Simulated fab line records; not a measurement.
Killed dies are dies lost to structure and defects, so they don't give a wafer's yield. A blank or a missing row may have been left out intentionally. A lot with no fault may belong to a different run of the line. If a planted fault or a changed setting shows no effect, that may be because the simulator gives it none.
Split-lot trial -- flow n5Finfet -- on a route of 1938 steps: 7 lots, 21 wafers read

THE SPLIT
At N5_BEOL_M14_EXPOSE_07 (exposes mask V13), the setting doseMj was moved away from the recipe's 57 on 7 of the 21 wafers read, by -3.2% to +5.4%. All remaining wafers had this setting at the recipe value.

FROM THE SPLIT TO THE READING: what the file shows between them, 3 steps
- N5_BEOL_M14_PEB_08: peb time 90 s
- N5_BEOL_M14_DEVELOP_09: develop time 45 s
- N5_BEOL_M14_HARDBAKE_14: time 120 s

THE READING
cdNm, in nm, at N5_BEOL_M14_CD_MEAS_10 (target cd 250 nm). Typical for fault-free wafers on this fab line: 249.6 nm, with standard deviation 1.7 nm.

wafer,"tool, chamber at the split",doseMj as run,against the recipe,"cdNm, nm",against lot-mates on the recipe
L074.1,"krfScanner-02, 0",57,recipe,250.8,-
L074.2,"krfScanner-02, 0",57,recipe,248.9,-
L074.4,"krfScanner-02, 0",57,recipe,249.4,-
L075.4,"krfScanner-01, 0",57,recipe,251.0,-
L075.5,"krfScanner-01, 0",57,recipe,251.7,-
L075.6,"krfScanner-01, 0",57,recipe,249.5,-
L078.1,"krfScanner-02, 0",57,recipe,248.5,-
L078.3,"krfScanner-02, 0",55.7,-2.3%,245.0,-4.8
L078.6,"krfScanner-02, 0",57,recipe,251.1,-
L081.3,"krfScanner-02, 0",58.85,+3.2%,255.6,+4.3
L081.4,"krfScanner-02, 0",57,recipe,251.3,-
L081.5,"krfScanner-02, 0",58.85,+3.2%,253.5,+2.2
L089.2,"krfScanner-01, 0",57,recipe,247.1,-
L089.5,"krfScanner-01, 0",57,recipe,248.9,-
L089.6,"krfScanner-01, 0",57,recipe,249.3,-
L091.1,"krfScanner-02, 0",55.18,-3.2%,241.7,-9.3
L091.3,"krfScanner-02, 0",57,recipe,251.0,-
L091.5,"krfScanner-02, 0",55.18,-3.2%,243.1,-7.9
L090.1,"krfScanner-02, 0",57,recipe,247.9,-
L090.2,"krfScanner-02, 0",60.08,+5.4%,257.7,+9.8
L090.4,"krfScanner-02, 0",60.08,+5.4%,255.9,+8.0

THE FIT
A straight line over all 21 wafers: cdNm changes by +1.61 nm for each +1% of doseMj; r = +0.93; the points scatter about the line by 1.5 nm.
The same after taking each lot's own level away (the mean of its wafers on the recipe; 21 wafers): +1.79 nm for each +1%; r = +0.95; scatter 1.4 nm.
The reading moves by 9.7 nm for the largest change in doseMj, on that fit.
Across the lots, their own levels run from 247.90 to 251.30 nm, a range of 2.0 times the standard deviation given above.
Hence the slope depends on the lot-to-lot level, as the two fits are not the same.
Check: +8.77 nm against its lot-mates is what the line predicts for one of the wafers moved furthest among these (+5.4%) when that wafer is left out of the fit. Against them it came out at +9.8 nm.

THE FILE'S OWN FIT
cdNm changes by +1.77 nm for each +1% of doseMj, r = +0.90.
